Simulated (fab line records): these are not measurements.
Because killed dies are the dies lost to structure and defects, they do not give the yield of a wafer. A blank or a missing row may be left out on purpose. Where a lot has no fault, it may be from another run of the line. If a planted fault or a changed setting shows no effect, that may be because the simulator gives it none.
Which tool was responsible?    flow nand-harc    Sampling: 22 lots, 66 wafers, 6 of 1159 route steps

== WHAT THE GAUGES SHOWED, per wafer ==
No reading from a measuring or inspecting step in the record can be judged against a usual standard deviation.

== TOOL THAT RAN EACH LOT (tool first, then ch and the chambers of the sampled wafers, then the start) ==
lot   NHARC_A_STAIRCASE_DESCUM_443        NHARC_A_SGD_CUT_DESCUM_14           NHARC_A_SLIT_ETCH_24                NHARC_A_SLIT_ETCH_15                           NHARC_A_WL_FILL_RTA_01            NHARC_A_WL_FILL_STRIP_27
L074  rie-diel-02 ch 0,1,3, day 13 10:04  rie-diel-11 ch 1,2,3, day 13 16:14  rie-diel-12 ch 1,3, day 14 03:59    rie-diel-12 ch 0,1, day 14 22:25 or earlier    rtp-anneal-02 ch 0, day 14 22:25  plasma-asher-02 ch 0,1, day 15 03:01
L075  rie-diel-08 ch 0,1,3, day 13 10:12  rie-diel-06 ch 0,1,3, day 13 16:28  rie-diel-13 ch 0,1,3, day 14 04:18  rie-diel-13 ch 1,2,3, day 14 22:13 or earlier  rtp-anneal-01 ch 0, day 14 22:13  plasma-asher-01 ch 0,1, day 15 02:54
L076  rie-diel-08 ch 0,2,3, day 14 07:40  rie-diel-06 ch 0,1,3, day 14 13:43  rie-diel-13 ch 2,3, day 14 23:14    rie-diel-13 ch 1,3, day 15 13:41 or earlier    rtp-anneal-01 ch 0, day 15 13:41  plasma-asher-01 ch 0,1, day 15 18:00
L077  rie-diel-02 ch 0,1,3, day 14 07:59  rie-diel-09 ch 1,2,3, day 14 14:04  rie-diel-04 ch 1,3, day 14 23:13    rie-diel-04 ch 1,3, day 15 13:50 or earlier    rtp-anneal-01 ch 0, day 15 13:50  plasma-asher-02 ch 0,1, day 15 20:47
L078  rie-diel-08 ch 0,3, day 14 18:35    rie-diel-09 ch 1,2, day 15 01:12    rie-diel-12 ch 0,2, day 15 15:54    rie-diel-12 ch 0,2, day 16 15:43 or earlier    rtp-anneal-02 ch 0, day 16 15:43  plasma-asher-01 ch 0,1, day 17 01:03
L080  rie-diel-08 ch 1,2, day 14 18:40    rie-diel-06 ch 0,3, day 15 02:23    rie-diel-04 ch 0,1,3, day 15 13:03  rie-diel-04 ch 0,2,3, day 16 02:38 or earlier  rtp-anneal-02 ch 0, day 16 02:38  plasma-asher-01 ch 0,1, day 16 06:58
L081  rie-diel-08 ch 0,2,3, day 15 10:13  rie-diel-09 ch 0,1,3, day 15 16:16  rie-diel-04 ch 0,3, day 16 02:13    rie-diel-04 ch 1,2, day 16 15:35 or earlier    rtp-anneal-01 ch 0, day 16 15:35  plasma-asher-01 ch 0,1, day 16 22:17
L082  rie-diel-01 ch 1,2,3, day 16 01:20  rie-diel-09 ch 0,1,3, day 16 08:39  rie-diel-04 ch 0,1,3, day 16 18:47  rie-diel-04 ch 0,1, day 17 06:14 or earlier    rtp-anneal-02 ch 0, day 17 06:14  plasma-asher-01 ch 0,1, day 17 12:05
L083  rie-diel-02 ch 2,3, day 16 01:32    rie-diel-06 ch 0,1,3, day 16 08:59  rie-diel-12 ch 0,2, day 16 18:56    rie-diel-12 ch 1,2,3, day 17 06:23 or earlier  rtp-anneal-02 ch 0, day 17 06:23  plasma-asher-02 ch 0,1, day 17 12:49
L086  rie-diel-01 ch 1,2,3, day 16 14:31  rie-diel-06 ch 1,2,3, day 16 20:44  rie-diel-13 ch 0,1,3, day 17 06:41  rie-diel-13 ch 0,1,2, day 17 20:39 or earlier  rtp-anneal-02 ch 0, day 17 20:39  plasma-asher-01 ch 0,1, day 18 03:50
L087  rie-diel-08 ch 0,1,2, day 17 00:52  rie-diel-06 ch 0,1,2, day 17 07:15  rie-diel-13 ch 0,1,2, day 17 18:04  rie-diel-13 ch 0,2,3, day 18 05:26 or earlier  rtp-anneal-01 ch 0, day 18 05:26  plasma-asher-02 ch 0,1, day 18 12:17
L084  rie-diel-02 ch 0,1,3, day 17 00:53  rie-diel-09 ch 0,1, day 17 07:05    rie-diel-12 ch 0,1, day 17 18:28    rie-diel-12 ch 1,2, day 18 05:26 or earlier    rtp-anneal-02 ch 0, day 18 05:26  plasma-asher-01 ch 0,1, day 18 12:17
L085  rie-diel-02 ch 1,2,3, day 17 00:57  rie-diel-06 ch 1,2,3, day 17 08:50  rie-diel-13 ch 0,2,3, day 17 19:02  rie-diel-13 ch 0,2,3, day 18 05:36 or earlier  rtp-anneal-01 ch 0, day 18 05:36  plasma-asher-02 ch 0,1, day 18 15:04
L092  rie-diel-01 ch 1,3, day 17 17:31    rie-diel-06 ch 2,3, day 17 23:23    rie-diel-04 ch 1,2,3, day 18 11:42  rie-diel-04 ch 1,2, day 18 22:59 or earlier    rtp-anneal-01 ch 0, day 18 22:59  plasma-asher-01 ch 0, day 19 04:18
L088  rie-diel-08 ch 0,2,3, day 17 17:35  rie-diel-11 ch 1,3, day 17 23:49    rie-diel-13 ch 0,2,3, day 18 11:02  rie-diel-13 ch 0,2,3, day 18 22:45 or earlier  rtp-anneal-02 ch 0, day 18 22:45  plasma-asher-02 ch 0,1, day 19 03:07
L091  rie-diel-02 ch 0,1, day 17 17:38    rie-diel-11 ch 0,2,3, day 18 01:56  rie-diel-04 ch 1,2, day 18 13:41    rie-diel-04 ch 1,3, day 19 03:14 or earlier    rtp-anneal-02 ch 0, day 19 03:14  plasma-asher-01 ch 0,1, day 19 10:00
L089  rie-diel-01 ch 1,2, day 17 19:07    rie-diel-06 ch 0,1,3, day 18 00:59  rie-diel-13 ch 1,2, day 18 12:45    rie-diel-13 ch 1,2,3, day 18 23:19 or earlier  rtp-anneal-01 ch 0, day 18 23:19  plasma-asher-01 ch 0,1, day 19 07:07
L093  rie-diel-08 ch 1,2, day 17 22:52    rie-diel-11 ch 1,3, day 18 04:48    rie-diel-12 ch 0,1,3, day 18 19:12  rie-diel-12 ch 0,1,2, day 19 08:01 or earlier  rtp-anneal-02 ch 0, day 19 08:01  plasma-asher-02 ch 0,1, day 19 18:08
L094  rie-diel-08 ch 0,2,3, day 18 18:28  rie-diel-06 ch 1,2,3, day 19 01:02  rie-diel-12 ch 0,1,2, day 19 11:38  rie-diel-12 ch 1,2,3, day 20 02:53 or earlier  rtp-anneal-01 ch 0, day 20 02:53  plasma-asher-02 ch 0,1, day 20 10:24
L095  rie-diel-02 ch 0,1,3, day 18 18:38  rie-diel-06 ch 1,2,3, day 19 01:50  rie-diel-13 ch 0,1,3, day 19 12:13  rie-diel-13 ch 2,3, day 20 03:02 or earlier    rtp-anneal-02 ch 0, day 20 03:02  plasma-asher-02 ch 0,1, day 20 13:20
L096  rie-diel-08 ch 0,1, day 19 06:56    rie-diel-06 ch 0,2,3, day 19 12:52  rie-diel-04 ch 0,2, day 19 22:41    rie-diel-04 ch 0,2,3, day 20 10:13 or earlier  rtp-anneal-01 ch 0, day 20 10:13  plasma-asher-01 ch 0,1, day 20 16:47
L097  rie-diel-01 ch 2,3, day 19 07:10    rie-diel-11 ch 0,2,3, day 19 13:11  rie-diel-12 ch 0,1, day 19 23:14    rie-diel-12 ch 0,2,3, day 20 10:03 or earlier  rtp-anneal-01 ch 0, day 20 10:03  plasma-asher-01 ch 0,1, day 20 14:24
- NHARC_A_STAIRCASE_DESCUM_443: chemistry O2, time 3 s.
- NHARC_A_SGD_CUT_DESCUM_14: chemistry O2, time 3 s.
- NHARC_A_SLIT_ETCH_24: etches the open film in CF4/CHF3, target depth 121 nm, time 60.5 s.
- NHARC_A_SLIT_ETCH_15: etches the open film in O2/COS, target depth 3200 nm, time 832 s.
- NHARC_A_WL_FILL_RTA_01: time 5 s.
- NHARC_A_WL_FILL_STRIP_27: strips in N2/H2, time 20 s.

== AS READ BY THE TOOLS THEMSELVES (means over the sampled wafers that have a number; for cases with no such wafer, the mark the record gives instead) ==
NHARC_A_STAIRCASE_DESCUM_443.
lot   tool         drypump-motor-current-A (A)  oes-product-au (a.u.)  rf-vpp-V (V)  showerhead-plenum-p-Torr (Torr)  throttle-valve-pct (%)
L074  rie-diel-02  5.6                          0.991                  56.8          1.89                             11.306
L075  rie-diel-08  5.6                          1.002                  58.1          1.93                             11.307
L076  rie-diel-08  5.7                          0.997                  58.3          2.00                             11.315
L077  rie-diel-02  5.6                          0.986                  57.5          1.89                             11.316
L078  rie-diel-08  5.9                          0.999                  57.9          1.96                             11.314
L080  rie-diel-08  5.3                          1.005                  57.7          1.94                             11.310
L081  rie-diel-08  5.7                          1.002                  59.0          2.00                             11.310
L082  rie-diel-01  5.4                          1.001                  57.5          1.91                             11.306
L083  rie-diel-02  6.6                          0.986                  58.4          1.86                             11.314
L086  rie-diel-01  5.4                          0.996                  57.6          1.91                             11.304
L087  rie-diel-08  5.5                          0.992                  57.6          1.96                             11.313
L084  rie-diel-02  5.6                          0.998                  57.7          1.89                             11.323
L085  rie-diel-02  6.1                          0.995                  57.8          1.86                             11.308
L092  rie-diel-01  5.2                          1.000                  57.3          1.94                             11.320
L088  rie-diel-08  5.7                          0.997                  57.7          1.99                             11.298
L091  rie-diel-02  5.0                          0.997                  57.0          1.96                             11.311
L089  rie-diel-01  5.6                          1.001                  57.8          1.90                             11.319
L093  rie-diel-08  5.3                          1.000                  58.1          1.93                             11.322
L094  rie-diel-08  5.7                          0.994                  58.3          1.99                             11.314
L095  rie-diel-02  5.6                          0.995                  57.1          1.88                             11.299
L096  rie-diel-08  5.4                          1.000                  57.5          1.88                             11.320
L097  rie-diel-01  5.3                          0.996                  57.6          1.90                             11.309

NHARC_A_SGD_CUT_DESCUM_14.
lot   tool         drypump-motor-current-A (A)  oes-product-au (a.u.)  rf-vpp-V (V)  showerhead-plenum-p-Torr (Torr)  throttle-valve-pct (%)
L074  rie-diel-11  5.68                         0.989                  57.3          1.86                             11.305
L075  rie-diel-06  5.48                         0.992                  58.0          2.02                             11.312
L076  rie-diel-06  5.46                         0.991                  57.8          2.02                             11.310
L077  rie-diel-09  5.68                         1.005                  57.2          1.89                             11.313
L078  rie-diel-09  5.76                         1.004                  58.0          1.96                             11.315
L080  rie-diel-06  5.22                         0.993                  57.8          1.99                             11.301
L081  rie-diel-09  5.55                         1.009                  57.6          1.94                             11.318
L082  rie-diel-09  5.53                         1.009                  57.9          1.94                             11.316
L083  rie-diel-06  5.45                         0.999                  58.0          2.02                             11.307
L086  rie-diel-06  5.55                         0.997                  57.8          1.99                             11.321
L087  rie-diel-06  5.47                         1.001                  57.7          1.97                             11.314
L084  rie-diel-09  5.50                         0.995                  57.4          1.98                             11.305
L085  rie-diel-06  5.53                         1.000                  58.0          1.99                             11.309
L092  rie-diel-06  5.38                         0.990                  58.4          1.97                             11.311
L088  rie-diel-11  5.65                         0.999                  57.8          1.89                             11.309
L091  rie-diel-11  5.62                         0.995                  57.9          1.83                             11.310
L089  rie-diel-06  5.46                         1.000                  58.5          2.02                             11.315
L093  rie-diel-11  5.77                         1.002                  56.7          1.87                             11.317
L094  rie-diel-06  5.54                         0.978                  58.0          1.99                             11.311
L095  rie-diel-06  5.55                         0.982                  58.4          1.99                             11.311
L096  rie-diel-06  5.29                         0.990                  58.2          1.96                             11.315
L097  rie-diel-11  5.62                         0.995                  57.6          1.83                             11.313

NHARC_A_SLIT_ETCH_24.
lot   tool         cf4-flow-sccm (sccm)  drypump-motor-current-A (A)  oes-product-au (a.u.)  rf-vpp-V (V)  showerhead-plenum-p-Torr (Torr)  throttle-valve-pct (%)
L074  rie-diel-12  99.9                  6.1                          0.961                  371.3         1.61                             16.795
L075  rie-diel-13  100.0                 5.9                          0.982                  369.0         1.53                             16.802
L076  rie-diel-13  99.8                  5.3                          0.934                  368.5         1.51                             16.803
L077  rie-diel-04  100.0                 5.5                          0.955                  370.9         1.59                             16.805
L078  rie-diel-12  100.0                 6.3                          0.938                  371.9         1.60                             16.801
L080  rie-diel-04  99.9                  5.7                          0.916                  370.4         1.58                             16.810
L081  rie-diel-04  99.9                  5.9                          0.961                  370.8         1.57                             16.806
L082  rie-diel-04  100.3                 5.7                          0.954                  370.7         1.58                             16.798
L083  rie-diel-12  100.1                 6.0                          0.975                  369.5         1.56                             16.794
L086  rie-diel-13  100.2                 5.9                          0.986                  368.6         1.53                             16.809
L087  rie-diel-13  100.3                 6.2                          0.986                  369.0         1.51                             16.806
L084  rie-diel-12  100.0                 5.7                          0.977                  367.3         1.50                             16.798
L085  rie-diel-13  100.2                 5.9                          0.982                  368.8         1.49                             16.805
L092  rie-diel-04  100.0                 5.3                          0.971                  371.2         1.57                             16.801
L088  rie-diel-13  100.0                 5.8                          0.973                  367.7         1.49                             16.797
L091  rie-diel-04  100.0                 5.2                          0.951                  369.9         1.57                             16.810
L089  rie-diel-13  100.4                 5.9                          0.983                  368.9         1.51                             16.796
L093  rie-diel-12  100.1                 5.9                          0.980                  369.1         1.55                             16.798
L094  rie-diel-12  100.2                 6.1                          0.973                  369.1         1.54                             16.806
L095  rie-diel-13  100.0                 5.9                          0.929                  368.7         1.53                             16.808
L096  rie-diel-04  100.0                 5.5                          0.969                  370.3         1.55                             16.805
L097  rie-diel-12  100.1                 5.7                          0.976                  367.9         1.49                             16.806

NHARC_A_SLIT_ETCH_15.
lot   tool         drypump-motor-current-A (A)  oes-product-au (a.u.)  rf-vpp-V (V)  showerhead-plenum-p-Torr (Torr)  throttle-valve-pct (%)
L074  rie-diel-12  5.8                          1.001                  312.5         2.94                             28.324
L075  rie-diel-13  5.7                          1.008                  312.5         3.04                             28.332
L076  rie-diel-13  5.7                          1.009                  314.2         3.12                             28.331
L077  rie-diel-04  5.6                          0.984                  313.9         3.16                             28.320
L078  rie-diel-12  6.4                          0.998                  314.2         3.17                             28.324
L080  rie-diel-04  5.5                          1.004                  312.7         3.09                             28.328
L081  rie-diel-04  5.2                          1.003                  314.8         3.12                             28.325
L082  rie-diel-04  5.5                          0.999                  314.3         3.15                             28.325
L083  rie-diel-12  6.2                          1.009                  314.3         3.17                             28.332
L086  rie-diel-13  6.2                          1.004                  311.8         3.01                             28.332
L087  rie-diel-13  5.9                          1.013                  311.9         2.96                             28.327
L084  rie-diel-12  6.4                          1.009                  315.0         3.15                             28.316
L085  rie-diel-13  5.9                          1.004                  312.4         2.96                             28.325
L092  rie-diel-04  5.2                          1.009                  313.9         3.12                             28.327
L088  rie-diel-13  5.9                          0.993                  311.3         2.96                             28.329
L091  rie-diel-04  5.8                          1.001                  314.5         3.14                             28.332
L089  rie-diel-13  5.7                          0.998                  312.7         3.03                             28.332
L093  rie-diel-12  6.1                          1.003                  313.2         3.06                             28.331
L094  rie-diel-12  6.2                          1.007                  314.3         3.17                             28.326
L095  rie-diel-13  5.3                          1.005                  312.3         2.99                             28.330
L096  rie-diel-04  5.5                          0.991                  313.9         3.08                             28.334
L097  rie-diel-12  6.2                          1.012                  315.5         3.19                             28.335

NHARC_A_WL_FILL_RTA_01.
lot   tool           lamp-power-pct (%)  wafer_temp_C_max
L074  rtp-anneal-02  35.3                1003.2
L075  rtp-anneal-01  31.6                1006.4
L076  rtp-anneal-01  31.6                1005.6
L077  rtp-anneal-01  31.6                1006.0
L078  rtp-anneal-02  35.3                1005.0
L080  rtp-anneal-02  35.3                1003.7
L081  rtp-anneal-01  31.7                1006.5
L082  rtp-anneal-02  35.3                1004.5
L083  rtp-anneal-02  35.4                1003.1
L086  rtp-anneal-02  35.3                1005.0
L087  rtp-anneal-01  31.6                1005.1
L084  rtp-anneal-02  35.4                1003.7
L085  rtp-anneal-01  31.7                1006.7
L092  rtp-anneal-01  31.7                1008.0
L088  rtp-anneal-02  35.3                1006.0
L091  rtp-anneal-02  35.3                1004.1
L089  rtp-anneal-01  31.7                1006.7
L093  rtp-anneal-02  35.3                1004.9
L094  rtp-anneal-01  31.6                1005.9
L095  rtp-anneal-02  35.3                1004.6
L096  rtp-anneal-01  31.6                1006.7
L097  rtp-anneal-01  31.7                1006.6

NHARC_A_WL_FILL_STRIP_27.
lot   tool             drypump-motor-current-A (A)  heater-power-w (W)
L074  plasma-asher-02  5.8                          388
L075  plasma-asher-01  5.2                          338
L076  plasma-asher-01  5.2                          360
L077  plasma-asher-02  5.8                          389
L078  plasma-asher-01  5.3                          359
L080  plasma-asher-01  5.3                          350
L081  plasma-asher-01  5.2                          339
L082  plasma-asher-01  5.2                          340
L083  plasma-asher-02  5.5                          383
L086  plasma-asher-01  5.2                          340
L087  plasma-asher-02  5.8                          389
L084  plasma-asher-01  5.2                          352
L085  plasma-asher-02  5.5                          390
L092  plasma-asher-01  5.3                          369
L088  plasma-asher-02  5.5                          388
L091  plasma-asher-01  5.2                          358
L089  plasma-asher-01  5.2                          350
L093  plasma-asher-02  5.8                          384
L094  plasma-asher-02  5.8                          383
L095  plasma-asher-02  5.8                          385
L096  plasma-asher-01  5.2                          364
L097  plasma-asher-01  5.2                          343

== THE ANSWER, worked out from the rows above alone ==
Rule: the usual values come from the lots themselves. The widest of any qualifying gaps counts: lots, ordered by their means at a reading, are off when they make up no more than a third of the lots, leave a main group of 4 or more, and stand apart from it by 3 or more times the standard deviation of that group's means. If all means in a main group match to the digits the tables above print for the reading, that group is not used. Also off: a lot with no number at a reading for which 4 or more lots have one. Where the step has rows for the other lots, those lots are counted as sound. The gauges are gone through in route order, then the tools' own readings, and for those a lot's mean is taken as printed above. The first step at which some lot is off is used, and at that step the reading that is off furthest; a lot without a number counts as furthest.
No lot is off at any reading shown: from this, nothing can be told.

== WHAT WAS PUT IN BY THE SIMULATOR ==
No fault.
